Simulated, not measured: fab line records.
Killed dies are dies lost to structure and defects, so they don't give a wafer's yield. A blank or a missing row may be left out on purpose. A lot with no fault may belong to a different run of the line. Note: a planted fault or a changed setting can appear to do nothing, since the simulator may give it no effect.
Chamber matching    flow n5 finfet    4 sister chambers for N5_DUMMY_REMOVAL_HM_STRIP_01 on rie diel-02
The step strips SiNx in CH3F/O2, stops on poly-Si, target depth 4 nm, time 6.8 s. 8 wafers are shown with their chamber, then 12 later ones without.

EACH WAFER AND ITS CHAMBER
wafer   chamber  showerhead plenum p Torr (Torr)  throttle valve pct (%)
L078.2  2        2.04                             16.22
L085.3  2        2.03                             16.27
L085.4  3        1.97                             16.62
L085.5  0        2.04                             16.18
L085.6  1        2.01                             16.35
L091.1  3        1.96                             16.62
L091.2  0        2.03                             16.20
L091.6  1        2.01                             16.36

WAFERS WHOSE CHAMBER IS MISSING
wafer   showerhead plenum p Torr (Torr)  throttle valve pct (%)
L090.2  1.96                             16.63
L090.4  2.03                             16.20
L090.5  1.96                             16.62
L093.1  1.96                             16.62
L093.3  2.03                             16.19
L093.4  2.03                             16.19
L094.1  2.03                             16.29
L094.2  1.96                             16.62
L094.3  2.01                             16.35
L094.4  2.03                             16.22
L094.5  1.96                             16.62
L094.6  2.03                             16.21

WHICH CHAMBER EACH ONE RAN IN
wafer   from the rows above      in truth
L090.2  3                        3
L090.4  can't be placed: 0 or 2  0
L090.5  3                        3
L093.1  3                        3
L093.3  0                        0
L093.4  0                        0
L094.1  2                        2
L094.2  3                        3
L094.3  1                        1
L094.4  can't be placed: 2 or 0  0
L094.5  3                        3
L094.6  can't be placed: 0 or 2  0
Placed correctly: 9 of 12. Cannot be placed on the basis of these rows: 3; the candidates contain the true chamber in 3. Wrongly placed: 0.
How it was worked out, from the rows above alone: a wafer's distance from a chamber is the root of the sum, over the readings, of the square of ((its reading less the chamber's mean) divided by the reading's scatter). The wafer belongs to the nearest chamber; if the next one is less than 2 further off, it can't be placed. The mean given for a chamber averages the wafers shown for that chamber. The scatter: take each reading less its chamber's mean, square it, sum over the shown wafers, divide by the number of wafers less the number of chambers, and take the root.
